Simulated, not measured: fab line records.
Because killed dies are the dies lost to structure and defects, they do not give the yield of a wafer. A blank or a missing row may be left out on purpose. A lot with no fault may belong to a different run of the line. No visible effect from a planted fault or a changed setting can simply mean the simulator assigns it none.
Which tool is to blame? + flow nand harc + 11 lots with 33 wafers sampled at 5 steps, on a route of 1302 steps

## WHAT THE GAUGES READ, wafer by wafer
NHARC_END_SORT_01. Usual: killed at array 55, standard deviation 17; killed at other 1.1, standard deviation 1.4; killed at periphery 3.9, standard deviation 3; killed dies 59, standard deviation 17; killed open 3.5, standard deviation 2; killed short 2.6, standard deviation 1.6.
| lot  | measured     | on        | killed at array | killed at other | killed at periphery | killed dies | killed open | killed short | flag |
|------|--------------|-----------|-----------------|-----------------|---------------------|-------------|-------------|--------------|------|
| L937 | day 30 13:58 | prober-02 | 109 134 108     | 0 0 0           | 0 0 2               | 109 134 110 | 2 1 2       | 1 3 2        | OFF  |
| L940 | day 31 17:05 | prober-02 | 130 114 108     | 0 0 0           | 6 5 6               | 136 119 114 | 5 2 3       | 0 3 1        | OFF  |

## WHAT TOOL EACH LOT RAN ON (gives the tool, then ch and the chambers of the sampled wafers, and finally the start)
| lot  | NHARC_A_STAIRCASE_ETCH_292         | NHARC_A_BONDPAD_DESCUM_11          | NHARC_A_BONDPAD_STRIP_15           | NHARC_THIN_TSV_PRE_CLEAN_54  |
|------|------------------------------------|------------------------------------|------------------------------------|------------------------------|
| L922 | rie diel-12 ch 0,1,2, day 16 11:07 | rie diel-04 ch 0,1,2, day 23 13:34 | rie diel-03 ch 1,2, day 23 13:56   | pvd sputter-03, day 24 10:58 |
| L926 | rie diel-08 ch 0,3, day 18 12:52   | rie diel-08 ch 2,3, day 25 01:59   | rie diel-03 ch 0,3, day 25 02:25   | pvd sputter-01, day 26 02:17 |
| L929 | rie diel-12 ch 0,1,2, day 20 02:52 | rie diel-08 ch 1,2,3, day 26 05:59 | rie diel-03 ch 1,2,3, day 26 06:26 | pvd sputter-03, day 27 00:58 |
| L930 | rie diel-11 ch 2,3, day 20 11:17   | rie diel-03 ch 1,2,3, day 26 17:43 | rie diel-03 ch 2,3, day 26 18:06   | pvd sputter-02, day 27 13:29 |
| L932 | rie diel-08 ch 2,3, day 21 09:10   | rie diel-08 ch 1,2, day 27 14:20   | rie diel-08 ch 0,1,2, day 27 14:44 | pvd sputter-02, day 28 08:38 |
| L933 | rie diel-12 ch 0,3, day 21 09:37   | rie diel-04 ch 1,3, day 27 12:27   | rie diel-04 ch 0,1, day 27 12:50   | pvd sputter-02, day 28 09:35 |
| L934 | rie diel-12 ch 0,2, day 22 00:39   | rie diel-03 ch 0,1,3, day 28 04:20 | rie diel-03 ch 0,1,2, day 28 04:46 | pvd sputter-01, day 29 00:05 |
| L936 | rie diel-12 ch 0,1,3, day 22 23:46 | rie diel-03 ch 0,2, day 29 10:08   | rie diel-04 ch 1,2, day 29 10:31   | pvd sputter-03, day 30 03:59 |
| L938 | rie diel-08 ch 1,2, day 23 01:26   | rie diel-08 ch 1,2, day 29 15:39   | rie diel-04 ch 0,1,3, day 29 16:05 | pvd sputter-02, day 30 11:19 |
| L937 | rie diel-12 ch 1,2, day 23 05:22   | rie diel-03 ch 0,3, day 29 08:08   | rie diel-03 ch 2,3, day 29 08:33   | pvd sputter-02, day 30 05:07 |
| L940 | rie diel-12 ch 0,1, day 24 07:53   | rie diel-03 ch 0,2,3, day 30 11:17 | rie diel-04 ch 0,2, day 30 11:41   | pvd sputter-02, day 31 06:56 |
- NHARC_A_STAIRCASE_ETCH_292: etches the open film in CF4/CHF3.
- NHARC_A_BONDPAD_DESCUM_11: chemistry O2, time 3 s.
- NHARC_A_BONDPAD_STRIP_15: strips in O2.
- NHARC_THIN_TSV_PRE_CLEAN_54: time 30 s.

## WHAT THE TOOLS THEMSELVES READ (means of the sampled wafers that have a number; where no wafer has one, the mark that the record gives instead)
NHARC_A_STAIRCASE_ETCH_292. Usual: drypump motor current A 5.8 A, standard deviation 0.46; oes product au 0.939 a.u., standard deviation 0.02; rf vpp V 370.4 V, standard deviation 2.7; showerhead plenum p Torr 1.57 Torr, standard deviation 0.078; throttle valve pct 16.802 %, standard deviation 0.0094.
| lot  | tool        | drypump motor current A (A) | oes product au (a.u.) | rf vpp V (V) | showerhead plenum p Torr (Torr) | throttle valve pct (%) | flag |
|------|-------------|-----------------------------|-----------------------|--------------|---------------------------------|------------------------|------|
| L922 | rie diel-12 | 5.8                         | 0.968                 | 371.9        | 1.61                            | 16.800                 |      |
| L926 | rie diel-08 | 5.5                         | 0.930                 | 369.7        | 1.55                            | 16.805                 |      |
| L929 | rie diel-12 | 5.8                         | 0.973                 | 371.8        | 1.60                            | 16.800                 |      |
| L930 | rie diel-11 | 6.1                         | 0.963                 | 372.4        | 1.63                            | 16.797                 |      |
| L932 | rie diel-08 | 6.0                         | 0.923                 | 367.6        | 1.51                            | 16.809                 |      |
| L933 | rie diel-12 | 5.9                         | 0.929                 | 372.3        | 1.59                            | 16.799                 |      |
| L934 | rie diel-12 | 5.9                         | 0.938                 | 370.2        | 1.58                            | 16.810                 |      |
| L936 | rie diel-12 | 5.8                         | 0.961                 | 372.4        | 1.61                            | 16.802                 |      |
| L938 | rie diel-08 | 5.9                         | 0.931                 | 368.2        | 1.49                            | 16.796                 |      |
| L937 | rie diel-12 | 5.7                         | 0.918                 | 372.0        | 1.62                            | 16.806                 |      |
| L940 | rie diel-12 | 5.6                         | 0.931                 | 372.3        | 1.64                            | 16.789                 |      |

NHARC_A_BONDPAD_DESCUM_11. Usual: drypump motor current A 5.8 A, standard deviation 0.42; o2 flow sccm 199.9 sccm, standard deviation 0.6; oes product au 0.998 a.u., standard deviation 0.0082; rf vpp V 57.9 V, standard deviation 0.97; showerhead plenum p Torr 1.91 Torr, standard deviation 0.1; throttle valve pct 11.310 %, standard deviation 0.0096.
| lot  | tool        | drypump motor current A (A) | o2 flow sccm (sccm) | oes product au (a.u.) | rf vpp V (V) | showerhead plenum p Torr (Torr) | throttle valve pct (%) | flag |
|------|-------------|-----------------------------|---------------------|-----------------------|--------------|---------------------------------|------------------------|------|
| L922 | rie diel-04 | 5.4                         | 199.8               | 0.993                 | 58.2         | 1.97                            | 11.313                 |      |
| L926 | rie diel-08 | 6.2                         | 199.3               | 0.992                 | 58.0         | 1.86                            | 11.316                 |      |
| L929 | rie diel-08 | 6.0                         | 200.6               | 0.999                 | 58.3         | 1.92                            | 11.300                 |      |
| L930 | rie diel-03 | 5.9                         | 199.9               | 1.006                 | 58.5         | 1.94                            | 11.306                 |      |
| L932 | rie diel-08 | 6.1                         | 200.1               | 1.000                 | 57.8         | 1.95                            | 11.313                 |      |
| L933 | rie diel-04 | 6.1                         | 200.5               | 0.985                 | 56.9         | 1.85                            | 11.316                 |      |
| L934 | rie diel-03 | 5.8                         | 199.6               | 1.002                 | 58.0         | 1.87                            | 11.317                 |      |
| L936 | rie diel-03 | 5.8                         | 200.5               | 1.001                 | 57.2         | 1.86                            | 11.311                 |      |
| L938 | rie diel-08 | 6.1                         | 200.0               | 0.992                 | 58.2         | 1.94                            | 11.307                 |      |
| L937 | rie diel-03 | 5.6                         | 200.0               | 1.005                 | 59.0         | 1.91                            | 11.304                 |      |
| L940 | rie diel-03 | 5.7                         | 200.1               | 1.002                 | 57.0         | 1.92                            | 11.307                 |      |

NHARC_A_BONDPAD_STRIP_15. Usual: drypump motor current A 5.8 A, standard deviation 0.35; o2 flow sccm 500.0 sccm, standard deviation 1.5; oes product au 1.000 a.u., standard deviation 0.0063; rf vpp V 57.7 V, standard deviation 0.9; showerhead plenum p Torr 3.53 Torr, standard deviation 0.16; throttle valve pct 17.036 %, standard deviation 0.0086.
| lot  | tool        | drypump motor current A (A) | o2 flow sccm (sccm) | oes product au (a.u.) | rf vpp V (V) | showerhead plenum p Torr (Torr) | throttle valve pct (%) | flag |
|------|-------------|-----------------------------|---------------------|-----------------------|--------------|---------------------------------|------------------------|------|
| L922 | rie diel-03 | 6.1                         | 499.3               | 1.002                 | 56.9         | 3.59                            | 17.032                 |      |
| L926 | rie diel-03 | 5.6                         | 499.9               | 1.000                 | 57.9         | 3.42                            | 17.029                 |      |
| L929 | rie diel-03 | 5.9                         | 499.8               | 1.008                 | 56.8         | 3.57                            | 17.034                 |      |
| L930 | rie diel-03 | 5.9                         | 500.0               | 0.998                 | 57.6         | 3.67                            | 17.030                 |      |
| L932 | rie diel-08 | 5.7                         | 499.3               | 1.007                 | 57.2         | 3.67                            | 17.039                 |      |
| L933 | rie diel-04 | 5.2                         | 500.0               | 0.998                 | 58.5         | 3.70                            | 17.037                 |      |
| L934 | rie diel-03 | 6.0                         | 498.5               | 1.001                 | 57.7         | 3.47                            | 17.035                 |      |
| L936 | rie diel-04 | 5.6                         | 500.3               | 0.997                 | 57.3         | 3.52                            | 17.044                 |      |
| L938 | rie diel-04 | 5.6                         | 500.3               | 0.990                 | 57.3         | 3.56                            | 17.029                 |      |
| L937 | rie diel-03 | 5.7                         | 499.3               | 0.997                 | 58.0         | 3.65                            | 17.041                 |      |
| L940 | rie diel-04 | 5.4                         | 501.1               | 0.995                 | 58.5         | 3.52                            | 17.036                 |      |

NHARC_THIN_TSV_PRE_CLEAN_54. Usual: heater power w at 385 W, with a standard deviation of 33.
| lot  | tool           | heater power w (W) | flag |
|------|----------------|--------------------|------|
| L922 | pvd sputter-03 | 395                |      |
| L926 | pvd sputter-01 | 426                |      |
| L929 | pvd sputter-03 | 377                |      |
| L930 | pvd sputter-02 | 367                |      |
| L932 | pvd sputter-02 | 353                |      |
| L933 | pvd sputter-02 | 373                |      |
| L934 | pvd sputter-01 | 423                |      |
| L936 | pvd sputter-03 | 390                |      |
| L938 | pvd sputter-02 | 365                |      |
| L937 | pvd sputter-02 | 364                |      |
| L940 | pvd sputter-02 | 360                |      |

## THE ANSWER, worked out from the rows above alone
Rule: a lot is off if the mean of its wafers that have a number lies more than 3 standard deviations from the usual mean. A lot without any number at a reading at which 4 lots or more have one is off too. The other lots that the step has rows for count as sound. First the gauges in route order, then the tools' own readings, where a lot's mean is used as printed above. At the first step where some lot is off, the reading lying furthest off is the one used; lots without a number count as furthest.
Off: L937, L940 (NHARC_END_SORT_01, killed dies). Neither off nor sound, because the step has no rows for them: L922, L926, L929, L930, L932, L933, L934, L936, L938.
If a tool, at a process step before that reading, ran all the lots that are off and no sound lot after the first of them, it fits. Those tools and the gauges at NHARC_END_SORT_01 are tried in the same way. Can't be told from this: 4 tools fit, rie diel-12 at NHARC_A_STAIRCASE_ETCH_292, rie diel-03 at NHARC_A_BONDPAD_DESCUM_11, pvd sputter-02 at NHARC_THIN_TSV_PRE_CLEAN_54, prober-02 at NHARC_END_SORT_01.

## WHAT THE SIMULATOR HAD PUT IN
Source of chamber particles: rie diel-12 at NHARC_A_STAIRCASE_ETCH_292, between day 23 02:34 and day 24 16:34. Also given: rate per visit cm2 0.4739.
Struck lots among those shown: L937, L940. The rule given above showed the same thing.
